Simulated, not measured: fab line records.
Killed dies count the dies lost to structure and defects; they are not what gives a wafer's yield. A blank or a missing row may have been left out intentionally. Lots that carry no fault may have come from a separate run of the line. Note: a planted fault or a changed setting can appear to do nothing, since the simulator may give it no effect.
One fault seen from 2 desks ; flow nand-harc ; every desk sees just its own numbers, and what lay behind them comes last

== METROLOGY DESK ==
What the gauges read for every lot (on any tool): the sampled wafers with a number, averaged. If a lot's mean is further than 4 standard deviations from the usual mean, the lot is out of limits and carries the mark OUT (the distance appears in the brackets).
Columns: A = thk-nm at NHARC_P_M0_THK_MEAS_24, usual 118.1 nm; B = thk-nm at NHARC_P_M1_THK_MEAS_24, usual 158.2 nm
lot;first seen here;A;B
L125;day 6 19:00;119.1;157.8
L127;day 6 19:27;117.7;159.0
L126;day 6 20:05;119.7;158.8
L128;day 6 20:10;119.0;156.8
L130;day 7 06:41;118.4;158.9
L131;day 7 11:27;117.6;158.0
L132;day 7 12:53;118.4;157.7
L134;day 8 12:12;118.1;159.4
L137;day 9 05:29;118.7;157.5
L138;day 9 18:09;116.9;156.7
L140;day 9 23:24;118.0;158.3
L146;day 11 13:31;118.6;158.0
This desk found nothing out of limits on any of the 12 lots.

== DESK OF THE TOOL OWNER: rie-diel-06 ==
The tool's own readings at NHARC_P_M1_ETCH_28 (etches the open film in CF4/N2, target depth 30 nm, time 72.99 s): means of the sampled wafers that have a number, for each lot that ran on this tool. If a lot's mean is further than 4 standard deviations from the usual mean, the lot is out of limits and carries the mark OUT (the distance appears in the brackets).
Columns: A = drypump-motor-current-A at NHARC_P_M1_ETCH_28, usual 5.6 A; B = oes-product-au at NHARC_P_M1_ETCH_28, usual 0.996 a.u.; C = rf-vpp-V at NHARC_P_M1_ETCH_28, usual 314.0 V; D = showerhead-plenum-p-Torr at NHARC_P_M1_ETCH_28, usual 2.62 Torr; E = throttle-valve-pct at NHARC_P_M1_ETCH_28, usual 19.795 %
lot;first seen here;A;B;C;D;E
L130;day 7 08:56;5.4;0.989;314.3;2.61;19.797
L132;day 7 15:14;6.1;1.003;312.6;2.51;19.785
L134;day 8 23:23;6.0;0.830 (-15) OUT;312.6;2.52;19.785
L137;day 9 07:44;5.4;0.827 (-15) OUT;314.2;2.61;19.795
This desk's verdict: out of limits on L134, L137, starting with L134 at day 8 23:23 (oes-product-au at NHARC_P_M1_ETCH_28). L130, L132: within limits.

== ALL TOGETHER ==
The tool owner's desk had the chance to raise an alarm at day 8 23:23 on L134, L137.
Metrology desk: nothing out of limits seen.
The metrology desk has L134, L137 on record, within its limits.
All the named lots went through NHARC_P_M1_ETCH_28 on rie-diel-06.

== WHAT THE SIMULATOR PUT IN ==
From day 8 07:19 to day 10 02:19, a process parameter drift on rie-diel-06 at NHARC_P_M1_ETCH_28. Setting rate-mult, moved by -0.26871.
Shown lots that were struck: L134, L137.
Delay in hours, fault start to first out-of-limits reading, by desk: the tool owner's desk at 16.
